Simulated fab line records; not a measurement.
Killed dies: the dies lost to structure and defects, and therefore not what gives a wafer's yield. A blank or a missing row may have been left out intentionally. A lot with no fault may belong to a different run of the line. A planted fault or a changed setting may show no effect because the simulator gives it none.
Which tool did it? ; flow nand harc ; 11 lots, 33 wafers sampled, at 4 steps of a route of 1302

## WHAT THE GAUGES READ, wafer by wafer
NHARC_P_GATE_INSPECT_68.
lot;measured;on;raw defect count
L376;day 6 12:56;defect inspect-02;241 312 134
L377;day 7 00:25;defect inspect-01;159 164 168
L378;day 7 11:52;defect inspect-02;136 78 203
L380;day 8 08:55;defect inspect-01;123 135 112
L381;day 8 22:58;defect inspect-02;198 241 189
L385;day 10 21:41;defect inspect-01;253 216 125
L393;day 13 20:18;defect inspect-02;330 293 204
L394;day 14 06:54;defect inspect-01;160 158 335
L395;day 14 20:43;defect inspect-02;287 369 146
L396;day 15 05:16;defect inspect-01;99 144 211
L397;day 15 08:34;defect inspect-02;142 116 113

NHARC_P_CONTACT_CD_MEAS_12: target cd 90 nm.
lot;measured;on;cd nm (nm)
L376;day 6 14:43;cd sem-01;90.3 90.8 90.8
L377;day 7 02:01;cd sem-01;89.9 90.0 89.7
L378;day 7 13:30;cd sem-03;88.6 88.5 88.7
L380;day 8 10:23;cd sem-03;89.9 90.6 89.7
L381;day 9 00:37;cd sem-02;89.4 89.4 89.1
L385;day 10 23:17;cd sem-01;93.3 93.7 93.3 93.6 93.3 93.4
L393;day 13 21:55;cd sem-03;90.0 89.6 90.3
L394;day 14 08:31;cd sem-03;88.4 89.2 87.8
L395;day 14 22:19;cd sem-02;88.6 89.1 88.9
L396;day 15 07:00;cd sem-01;90.0 89.3 89.6
L397;day 15 10:11;cd sem-03;88.4 88.8 88.9

## EACH LOT AND THE TOOL THAT RAN IT (in order: tool; ch and the chambers of the sampled wafers; start)
lot;NHARC_P_GATE_RTA_64;NHARC_P_CONTACT_EXPOSE_09
L376;rtp anneal-01 ch 0, day 6 11:35;arfi scanner-03 ch 0, day 6 14:34
L377;rtp anneal-02 ch 0, day 6 23:05;arfi scanner-01 ch 0, day 7 01:52
L378;rtp anneal-02 ch 0, day 7 10:41;arfi scanner-02 ch 0, day 7 13:22
L380;rtp anneal-02 ch 0, day 8 07:42;arfi scanner-02 ch 0, day 8 10:16
L381;rtp anneal-02 ch 0, day 8 21:36;arfi scanner-03 ch 0, day 9 00:29
L385;rtp anneal-01 ch 0, day 10 20:23;arfi scanner-03 ch 0, day 10 23:09
L393;rtp anneal-01 ch 0, day 13 18:39;arfi scanner-03 ch 0, day 13 21:46
L394;rtp anneal-02 ch 0, day 14 05:40;arfi scanner-02 ch 0, day 14 08:23
L395;rtp anneal-02 ch 0, day 14 19:28;arfi scanner-01 ch 0, day 14 22:11
L396;rtp anneal-01 ch 0, day 15 03:59;arfi scanner-01 ch 0, day 15 06:52
L397;rtp anneal-01 ch 0, day 15 07:23;arfi scanner-03 ch 0, day 15 10:02
- NHARC_P_GATE_RTA_64: time 1 s.
- NHARC_P_CONTACT_EXPOSE_09: exposes mask P CA, target cd 90 nm.

## AS READ BY THE TOOLS THEMSELVES (means over the sampled wafers that have a number; for cases with no such wafer, the mark the record gives instead)
NHARC_P_GATE_RTA_64.
lot;tool;lamp power pct (%);lamp_zone_3_pct (%);lamp_zone_6_pct (%);lamp_zone_7_pct (%);wafer_temp_C_max
L376;rtp anneal-01;34.0;34.1;34.0;34.5;1058.0
L377;rtp anneal-02;30.7;30.7;30.6;31.1;1054.8
L378;rtp anneal-02;30.7;30.7;30.6;31.1;1055.5
L380;rtp anneal-02;30.7;30.7;30.7;31.0;1055.7
L381;rtp anneal-02;30.7;30.7;30.7;31.1;1054.9
L385;rtp anneal-01;34.1;34.1;34.0;34.5;1058.5
L393;rtp anneal-01;34.1;34.1;34.0;34.5;1056.2
L394;rtp anneal-02;30.7;30.7;30.6;31.0;1055.0
L395;rtp anneal-02;30.7;30.7;30.7;31.1;1054.5
L396;rtp anneal-01;34.1;34.0;34.0;34.5;1058.5
L397;rtp anneal-01;34.1;34.1;34.0;34.5;1057.3

NHARC_P_CONTACT_EXPOSE_09.
lot;tool;stage vel mm s (mm/s)
L376;arfi scanner-03;499.89
L377;arfi scanner-01;500.11
L378;arfi scanner-02;499.83
L380;arfi scanner-02;500.34
L381;arfi scanner-03;500.34
L385;arfi scanner-03;499.97
L393;arfi scanner-03;500.13
L394;arfi scanner-02;499.80
L395;arfi scanner-01;499.81
L396;arfi scanner-01;500.16
L397;arfi scanner-03;500.28

## THE ANSWER, worked out from the rows above alone
Rule: what is usual is taken from the lots themselves. The widest of any qualifying gaps counts: lots, ordered by their means at a reading, are off when they make up no more than a third of the lots, leave a main group of 4 or more, and stand apart from it by 3 or more times the standard deviation of that group's means. If all means in a main group match to the digits the tables above print for the reading, that group is not used. A lot without any number at a reading at which 4 lots or more have one is off too. Where the step has rows for the other lots, those lots are counted as sound. Order of review: gauges by route order, followed by the tools' own readings, for which a lot's mean as printed above is used. The first step at which some lot is off is used, and at that step the reading that is off furthest; a lot without a number counts as furthest.
Off: L385 (NHARC_P_CONTACT_CD_MEAS_12, cd nm). The main group has a mean of 89.4 nm with a standard deviation of 0.7.
If a tool, at a process step before that reading, ran all the lots that are off and no sound lot after the first of them, it fits. The gauges at NHARC_P_CONTACT_CD_MEAS_12 are tried like those tools. Not one of the candidates tried fits.

## WHAT WAS PUT IN BY THE SIMULATOR
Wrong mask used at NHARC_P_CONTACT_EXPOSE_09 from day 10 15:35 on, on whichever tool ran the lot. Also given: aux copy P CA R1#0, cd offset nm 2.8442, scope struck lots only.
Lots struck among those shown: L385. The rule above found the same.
